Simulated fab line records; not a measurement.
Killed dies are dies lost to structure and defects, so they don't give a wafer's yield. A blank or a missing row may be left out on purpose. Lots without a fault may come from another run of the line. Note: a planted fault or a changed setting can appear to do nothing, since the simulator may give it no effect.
Matching of chambers || flow n5_finfet || rie_diel-01 running N5_BEOL_M9_DESCUM_33: 4 sister chambers
The step chemistry O2, time 7 s. 24 wafers are shown with their chamber, then 12 later ones without.

== WAFERS PAIRED WITH THEIR CHAMBERS ==
{"wafer": "L077.3", "chamber": 1, "showerhead_plenum_p_Torr (Torr)": 2.12, "throttle_valve_pct (%)": 20.43, "drypump_motor_current_A (A)": 5.7}
{"wafer": "L077.4", "chamber": 3, "showerhead_plenum_p_Torr (Torr)": 2.13, "throttle_valve_pct (%)": 20.08, "drypump_motor_current_A (A)": 5.2}
{"wafer": "L077.6", "chamber": 1, "showerhead_plenum_p_Torr (Torr)": 2.12, "throttle_valve_pct (%)": 20.42, "drypump_motor_current_A (A)": 5.7}
{"wafer": "L082.2", "chamber": 3, "showerhead_plenum_p_Torr (Torr)": 2.13, "throttle_valve_pct (%)": 20.10, "drypump_motor_current_A (A)": 5.2}
{"wafer": "L082.3", "chamber": 2, "showerhead_plenum_p_Torr (Torr)": 2.03, "throttle_valve_pct (%)": 20.17, "drypump_motor_current_A (A)": 5.7}
{"wafer": "L082.6", "chamber": 1, "showerhead_plenum_p_Torr (Torr)": 2.12, "throttle_valve_pct (%)": 20.44, "drypump_motor_current_A (A)": 5.7}
{"wafer": "L086.2", "chamber": 2, "showerhead_plenum_p_Torr (Torr)": 2.03, "throttle_valve_pct (%)": 20.17, "drypump_motor_current_A (A)": 5.7}
{"wafer": "L086.3", "chamber": 0, "showerhead_plenum_p_Torr (Torr)": 2.09, "throttle_valve_pct (%)": 20.47, "drypump_motor_current_A (A)": 5.6}
{"wafer": "L086.5", "chamber": 0, "showerhead_plenum_p_Torr (Torr)": 2.09, "throttle_valve_pct (%)": 20.48, "drypump_motor_current_A (A)": 5.6}
{"wafer": "L084.1", "chamber": 3, "showerhead_plenum_p_Torr (Torr)": 2.13, "throttle_valve_pct (%)": 20.10, "drypump_motor_current_A (A)": 5.1}
{"wafer": "L084.2", "chamber": 1, "showerhead_plenum_p_Torr (Torr)": 2.12, "throttle_valve_pct (%)": 20.46, "drypump_motor_current_A (A)": 5.7}
{"wafer": "L084.3", "chamber": 2, "showerhead_plenum_p_Torr (Torr)": 2.03, "throttle_valve_pct (%)": 20.16, "drypump_motor_current_A (A)": 5.7}
{"wafer": "L087.2", "chamber": 0, "showerhead_plenum_p_Torr (Torr)": 2.09, "throttle_valve_pct (%)": 20.48, "drypump_motor_current_A (A)": 5.6}
{"wafer": "L087.3", "chamber": 1, "showerhead_plenum_p_Torr (Torr)": 2.11, "throttle_valve_pct (%)": 20.44, "drypump_motor_current_A (A)": 5.8}
{"wafer": "L087.6", "chamber": 1, "showerhead_plenum_p_Torr (Torr)": 2.11, "throttle_valve_pct (%)": 20.46, "drypump_motor_current_A (A)": 5.7}
{"wafer": "L089.3", "chamber": 2, "showerhead_plenum_p_Torr (Torr)": 2.03, "throttle_valve_pct (%)": 20.20, "drypump_motor_current_A (A)": 5.7}
{"wafer": "L089.5", "chamber": 2, "showerhead_plenum_p_Torr (Torr)": 2.03, "throttle_valve_pct (%)": 20.17, "drypump_motor_current_A (A)": 5.7}
{"wafer": "L089.6", "chamber": 1, "showerhead_plenum_p_Torr (Torr)": 2.11, "throttle_valve_pct (%)": 20.46, "drypump_motor_current_A (A)": 5.7}
{"wafer": "L088.1", "chamber": 3, "showerhead_plenum_p_Torr (Torr)": 2.12, "throttle_valve_pct (%)": 20.12, "drypump_motor_current_A (A)": 5.2}
{"wafer": "L088.3", "chamber": 2, "showerhead_plenum_p_Torr (Torr)": 2.03, "throttle_valve_pct (%)": 20.19, "drypump_motor_current_A (A)": 5.7}
{"wafer": "L088.4", "chamber": 0, "showerhead_plenum_p_Torr (Torr)": 2.09, "throttle_valve_pct (%)": 20.49, "drypump_motor_current_A (A)": 5.6}
{"wafer": "L091.2", "chamber": 1, "showerhead_plenum_p_Torr (Torr)": 2.11, "throttle_valve_pct (%)": 20.46, "drypump_motor_current_A (A)": 5.7}
{"wafer": "L091.5", "chamber": 3, "showerhead_plenum_p_Torr (Torr)": 2.12, "throttle_valve_pct (%)": 20.12, "drypump_motor_current_A (A)": 5.2}
{"wafer": "L091.6", "chamber": 2, "showerhead_plenum_p_Torr (Torr)": 2.03, "throttle_valve_pct (%)": 20.19, "drypump_motor_current_A (A)": 5.7}

SIGNATURES, as means of the wafers listed above
{"reading": "showerhead_plenum_p_Torr", "chamber 0": 2.0900, "chamber 1": 2.1150, "chamber 2": 2.0300, "chamber 3": 2.1260, "scatter within a chamber": 0.004}
{"reading": "throttle_valve_pct", "chamber 0": 20.4800, "chamber 1": 20.4462, "chamber 2": 20.1786, "chamber 3": 20.1040, "scatter within a chamber": 0.0148}
{"reading": "drypump_motor_current_A", "chamber 0": 5.600, "chamber 1": 5.713, "chamber 2": 5.700, "chamber 3": 5.180, "scatter within a chamber": 0.0289}
Rule: for a wafer and a chamber, the distance is found by dividing, reading by reading, the gap between the wafer's reading and the chamber's mean by the reading's scatter, squaring, summing and taking the root. The wafer belongs to the nearest chamber; if the next one is less than 2 further off, it can't be placed. How the scatter is found: for the shown wafers, subtract from each reading the mean of its chamber, square and add these, divide the total by (wafers less chambers), then take the root.

== WAFERS WHOSE CHAMBER IS MISSING ==
{"wafer": "L090.2", "showerhead_plenum_p_Torr (Torr)": 2.03, "throttle_valve_pct (%)": 20.18, "drypump_motor_current_A (A)": 5.7}
{"wafer": "L090.5", "showerhead_plenum_p_Torr (Torr)": 2.09, "throttle_valve_pct (%)": 20.52, "drypump_motor_current_A (A)": 5.6}
{"wafer": "L090.6", "showerhead_plenum_p_Torr (Torr)": 2.12, "throttle_valve_pct (%)": 20.13, "drypump_motor_current_A (A)": 5.1}
{"wafer": "L094.1", "showerhead_plenum_p_Torr (Torr)": 2.02, "throttle_valve_pct (%)": 20.19, "drypump_motor_current_A (A)": 5.7}
{"wafer": "L094.2", "showerhead_plenum_p_Torr (Torr)": 2.09, "throttle_valve_pct (%)": 20.52, "drypump_motor_current_A (A)": 5.6}
{"wafer": "L094.6", "showerhead_plenum_p_Torr (Torr)": 2.12, "throttle_valve_pct (%)": 20.14, "drypump_motor_current_A (A)": 5.1}
{"wafer": "L097.1", "showerhead_plenum_p_Torr (Torr)": 2.12, "throttle_valve_pct (%)": 20.14, "drypump_motor_current_A (A)": 5.2}
{"wafer": "L097.2", "showerhead_plenum_p_Torr (Torr)": 2.11, "throttle_valve_pct (%)": 20.48, "drypump_motor_current_A (A)": 5.7}
{"wafer": "L097.5", "showerhead_plenum_p_Torr (Torr)": 2.12, "throttle_valve_pct (%)": 20.13, "drypump_motor_current_A (A)": 5.2}
{"wafer": "L095.1", "showerhead_plenum_p_Torr (Torr)": 2.02, "throttle_valve_pct (%)": 20.21, "drypump_motor_current_A (A)": 5.7}
{"wafer": "L095.2", "showerhead_plenum_p_Torr (Torr)": 2.12, "throttle_valve_pct (%)": 20.14, "drypump_motor_current_A (A)": 5.1}
{"wafer": "L095.4", "showerhead_plenum_p_Torr (Torr)": 2.08, "throttle_valve_pct (%)": 20.52, "drypump_motor_current_A (A)": 5.6}

== WHICH CHAMBER EACH WENT THROUGH ==
{"wafer": "L090.2", "from the rows above": 2, "in truth": 2}
{"wafer": "L090.5", "from the rows above": 0, "in truth": 0}
{"wafer": "L090.6", "from the rows above": 3, "in truth": 3}
{"wafer": "L094.1", "from the rows above": 2, "in truth": 2}
{"wafer": "L094.2", "from the rows above": 0, "in truth": 0}
{"wafer": "L094.6", "from the rows above": 3, "in truth": 3}
{"wafer": "L097.1", "from the rows above": 3, "in truth": 3}
{"wafer": "L097.2", "from the rows above": 1, "in truth": 1}
{"wafer": "L097.5", "from the rows above": 3, "in truth": 3}
{"wafer": "L095.1", "from the rows above": 2, "in truth": 2}
{"wafer": "L095.2", "from the rows above": 3, "in truth": 3}
{"wafer": "L095.4", "from the rows above": 0, "in truth": 0}
Correctly placed: 12 of 12. From these rows, 0 cannot be placed. Number placed wrongly: 0.
